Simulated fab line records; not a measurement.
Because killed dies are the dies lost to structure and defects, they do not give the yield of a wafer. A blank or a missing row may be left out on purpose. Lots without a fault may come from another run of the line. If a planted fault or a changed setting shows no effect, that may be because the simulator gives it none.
Check of tool commonality	flow n5 finfet	Lots sampled 10, wafers sampled 29

## THE REASON FOR OPENING IT
2 of 10 lots carry a flag on the reading VG_OVL at N5_MOL_CONTACT_COAG_OVL_MEAS_85. No-fault wafers: -0.9 nm, standard deviation 0.85.
Rule: a lot gets a flag if all its wafers with a number sit over 4 standard deviations from that mean, or if no wafer of it has a number. The rest of the lots are taken to be sound.

lot	measured	on	VG_OVL (nm), wafer by wafer	flag
L364	day 5 14:34	overlay-01	0.6 -0.3 0.0	
L365	day 5 19:33	overlay-01	0.1 -0.1 1.1	
L367	day 6 06:26	overlay-01	0.0 -1.2 -1.4	
L371	day 7 02:35	overlay-01	0.6 -0.6 -0.2	
L374	day 7 21:54	overlay-02	-0.6 0.6	
L377	day 8 18:17	overlay-01	12.5 12.8 12.6	FLAGGED
L378	day 8 21:57	overlay-01	11.9 10.9 11.2	FLAGGED
L380	day 9 10:52	overlay-01	-1.1 -1.1 -0.6	
L383	day 9 23:22	overlay-01	-1.0 -0.8 -0.4	
L384	day 10 12:22	overlay-02	-1.7 -0.7 -1.1	
The numbers of the flagged lots are 12.0 nm on average: +12.9 nm against the usual, or +15 standard deviations.

## TOOL THAT RAN EACH LOT
The record holds 4 process steps before the reading, out of a route of 1938 steps. Read each cell as the tool, then ch plus the chambers that the sampled wafers visited, then the start.
lot	flag	N5_MOL_CONTACT_COAG_PRE_CLEAN_141	N5_MOL_CONTACT_COAG_ALD_27	N5_MOL_CONTACT_COAG_CMP_28	N5_MOL_CONTACT_COAG_EXPOSE_81
L364		pvd sputter-01, day 5 07:14	ald sin-03 ch 1,2, day 5 11:47	cmp-04 ch 2,3, day 5 13:22	euv scanner-01 ch 0, day 5 14:24
L365		pvd sputter-03, day 5 12:19	ald sin-01 ch 0,2,3, day 5 16:35	cmp-03 ch 1,2, day 5 18:15	euv scanner-02 ch 0, day 5 19:23
L367		pvd sputter-01, day 5 22:56	ald sin-03 ch 0,3, day 6 03:22	cmp-02 ch 1,2,3, day 6 05:01	euv scanner-01 ch 0, day 6 06:16
L371		pvd sputter-03, day 6 19:30	ald sin-04 ch 1,2,3, day 6 23:47	cmp-03 ch 1,3, day 7 01:22	euv scanner-02 ch 0, day 7 02:25
L374		pvd sputter-02, day 7 14:53	ald sin-04 ch 0,3, day 7 19:07	cmp-04 ch 0,2, day 7 20:46	euv scanner-02 ch 0, day 7 21:44
L377	FLAGGED	pvd sputter-02, day 8 09:49	ald sin-04 ch 0,1,3, day 8 15:17	cmp-03 ch 1,2, day 8 16:51	euv scanner-01 ch 0, day 8 18:07
L378	FLAGGED	pvd sputter-02, day 8 13:51	ald sin-01 ch 0,2,3, day 8 18:56	cmp-02 ch 0,2,3, day 8 20:30	euv scanner-01 ch 0, day 8 21:47
L380		pvd sputter-02, day 9 02:25	ald sin-01 ch 0,2,3, day 9 07:40	cmp-02 ch 1,2,3, day 9 09:18	euv scanner-02 ch 0, day 9 10:41
L383		pvd sputter-03, day 9 16:31	ald sin-04 ch 0,2,3, day 9 20:05	cmp-02 ch 0,2,3, day 9 21:39	euv scanner-02 ch 0, day 9 23:12
L384		pvd sputter-01, day 10 05:08	ald sin-01 ch 2,3, day 10 09:32	cmp-02 ch 0,1,2, day 10 11:11	euv scanner-02 ch 0, day 10 12:11
What the steps here do:
- N5_MOL_CONTACT_COAG_PRE_CLEAN_141: time 60 s.
- N5_MOL_CONTACT_COAG_ALD_27: deposits SiOC, target thk 17 nm, pulse time 1.5 s, time 2720 s.
- N5_MOL_CONTACT_COAG_CMP_28: polishes, stops on SiNx, t overpolish 0.85 s, target thk 14.522 nm.
- N5_MOL_CONTACT_COAG_EXPOSE_81: exposes mask VG, defocus 0 nm.
- N5_MOL_CONTACT_COAG_OVL_MEAS_85

## FLAGGED AGAINST TOTAL, ONE TOOL AT A TIME (gauges that did the reading follow at the end)
step	tool	lots run	flagged	share of the flagged lots	sound lots run after its first flagged lot
N5_MOL_CONTACT_COAG_PRE_CLEAN_141	pvd sputter-01	3	0	none	-
N5_MOL_CONTACT_COAG_PRE_CLEAN_141	pvd sputter-02	4	2	all	1 (L380)
N5_MOL_CONTACT_COAG_PRE_CLEAN_141	pvd sputter-03	3	0	none	-
N5_MOL_CONTACT_COAG_ALD_27	ald sin-01	4	1	some	2 (L380,L384)
N5_MOL_CONTACT_COAG_ALD_27	ald sin-03	2	0	none	-
N5_MOL_CONTACT_COAG_ALD_27	ald sin-04	4	1	some	1 (L383)
N5_MOL_CONTACT_COAG_CMP_28	cmp-02	5	1	some	3 (L380,L383,L384)
N5_MOL_CONTACT_COAG_CMP_28	cmp-03	3	1	some	0
N5_MOL_CONTACT_COAG_CMP_28	cmp-04	2	0	none	-
N5_MOL_CONTACT_COAG_EXPOSE_81	euv scanner-01	4	2	all	0
N5_MOL_CONTACT_COAG_EXPOSE_81	euv scanner-02	6	0	none	-
N5_MOL_CONTACT_COAG_OVL_MEAS_85	overlay-01	8	2	all	2 (L380,L383)
N5_MOL_CONTACT_COAG_OVL_MEAS_85	overlay-02	2	0	none	-

## WHAT THE TABLE PERMITS
Every flagged lot was run by 3 rows of the table: pvd sputter-02 at N5_MOL_CONTACT_COAG_PRE_CLEAN_141, euv scanner-01 at N5_MOL_CONTACT_COAG_EXPOSE_81 and overlay-01 at N5_MOL_CONTACT_COAG_OVL_MEAS_85.
- pvd sputter-02 at N5_MOL_CONTACT_COAG_PRE_CLEAN_141 ran 4 lots, 2 of them flagged. Sound lots followed the first flagged one (L380) on it, something a lasting fault affecting the whole tool could not allow.
- euv scanner-01 at N5_MOL_CONTACT_COAG_EXPOSE_81 ran 4 lots, 2 of them flagged. Last sound lot L367 at day 6 06:16, first flagged lot L377 at day 8 18:07; a fault beginning in between fits.
- overlay-01 at N5_MOL_CONTACT_COAG_OVL_MEAS_85 ran 8 lots, 2 of them flagged. Sound lots followed the first flagged one (L380, L383) on it, something a lasting fault affecting the whole tool could not allow.
What remains is a single tool, euv scanner-01 at N5_MOL_CONTACT_COAG_EXPOSE_81.

## WHAT THE SIMULATOR HAD PUT IN
Scanner matching overlay: euv scanner-01, from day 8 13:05 on, at N5_MOL_CONTACT_COAG_EXPOSE_81. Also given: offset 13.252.
Lots struck among those shown: L377, L378. The same result came from the rule above.
